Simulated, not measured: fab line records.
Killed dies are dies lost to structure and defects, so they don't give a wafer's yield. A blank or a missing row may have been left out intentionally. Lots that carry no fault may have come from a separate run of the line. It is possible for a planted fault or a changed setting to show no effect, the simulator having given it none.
2 desks looking at one fault | flow nand-harc | numbers are kept per desk, each desk with only its own; the story behind them comes last

## FROM THE METROLOGY DESK
Means of the sampled wafers that have a number, per lot and without regard to the tool the lot ran on: this is what the gauges read. If a lot's mean is further than 4 standard deviations from the usual mean, the lot is out of limits and carries the mark OUT (the distance appears in the brackets).
Columns: A = thk-nm at NHARC_P_BONDPAD_THK_MEAS_33, usual 200.5 nm
lot  | first seen here | A
L357 | day 6 21:36     | 200.0
L359 | day 7 08:24     | 198.3
L363 | day 8 02:45     | 199.6
L365 | day 8 12:59     | 200.1
L366 | day 8 18:35     | 200.7
L369 | day 9 10:19     | 201.0
L368 | day 9 11:09     | 200.1
L371 | day 10 04:01    | 201.5
L373 | day 10 05:32    | 200.1
L370 | day 10 05:48    | 201.2
L372 | day 10 10:50    | 200.5
L374 | day 10 16:39    | 200.6
This desk found nothing out of limits on any of the 12 lots.

## AT THE TOOL OWNER'S DESK: rie-diel-04
The tool's own readings at NHARC_P_BONDPAD_ETCH_12 (etches the open film in CHF3/O2, target depth 200 nm, time 100 s): means of the sampled wafers that have a number, for each lot that ran on this tool. If a lot's mean is further than 4 standard deviations from the usual mean, the lot is out of limits and carries the mark OUT (the distance appears in the brackets).
Columns: A = drypump-motor-current-A at NHARC_P_BONDPAD_ETCH_12, usual 5.4 A; B = oes-product-au at NHARC_P_BONDPAD_ETCH_12, usual 0.927 a.u.; C = rf-fwd-power-W at NHARC_P_BONDPAD_ETCH_12, usual 496.4 W; D = rf-vpp-V at NHARC_P_BONDPAD_ETCH_12, usual 371.4 V; E = showerhead-plenum-p-Torr at NHARC_P_BONDPAD_ETCH_12, usual 2.44 Torr; F = throttle-valve-pct at NHARC_P_BONDPAD_ETCH_12, usual 20.572 %
lot  | first seen here | A   | B     | C               | D     | E    | F
L357 | day 6 22:34     | 5.0 | 0.955 | 495.5           | 371.7 | 2.47 | 20.564
L359 | day 7 09:14     | 5.1 | 0.918 | 495.2           | 371.9 | 2.47 | 20.570
L365 | day 8 13:49     | 5.0 | 0.910 | 497.0           | 371.8 | 2.47 | 20.579
L366 | day 8 19:35     | 5.1 | 0.914 | 496.2           | 372.0 | 2.47 | 20.574
L369 | day 9 11:16     | 5.5 | 0.953 | 497.0           | 369.9 | 2.39 | 20.566
L368 | day 9 12:01     | 5.2 | 0.920 | 495.9           | 371.7 | 2.47 | 20.572
L371 | day 10 05:00    | 5.5 | 0.905 | 495.0           | 370.8 | 2.39 | 20.586
L373 | day 10 06:29    | 5.4 | 0.952 | 495.4           | 372.3 | 2.43 | 20.573
L370 | day 10 06:46    | 5.4 | 0.908 | 497.2           | 370.9 | 2.43 | 20.571
L372 | day 10 11:40    | 5.8 | 0.873 | 455.9 (-25) OUT | 371.3 | 2.46 | 20.571
L374 | day 10 17:46    | 5.5 | 0.894 | 475.4 (-13) OUT | 371.8 | 2.43 | 20.576
Finding of this desk: L372, L374 out of limits; the first was L372 at day 10 11:40, on rf-fwd-power-W at NHARC_P_BONDPAD_ETCH_12. In limits: L357, L359, L365, L366, L369, L368, L371, L373, L370.

## ALL TOGETHER
At day 10 11:40, on L372, L374, the tool owner's desk was in a position to raise an alarm.
At the metrology desk, nothing out of limits was observed.
The metrology desk has L372, L374 on record, within its limits.
The lots listed all ran NHARC_P_BONDPAD_ETCH_12 on rie-diel-04.

## WHAT THE SIMULATOR PUT IN
rie-diel-04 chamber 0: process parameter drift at NHARC_P_BONDPAD_ETCH_12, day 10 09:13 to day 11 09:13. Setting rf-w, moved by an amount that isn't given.
Lots struck among those shown: L372, L374.
How many hours passed from the start of the fault until each desk's first out-of-limits reading: the tool owner's desk, 2.
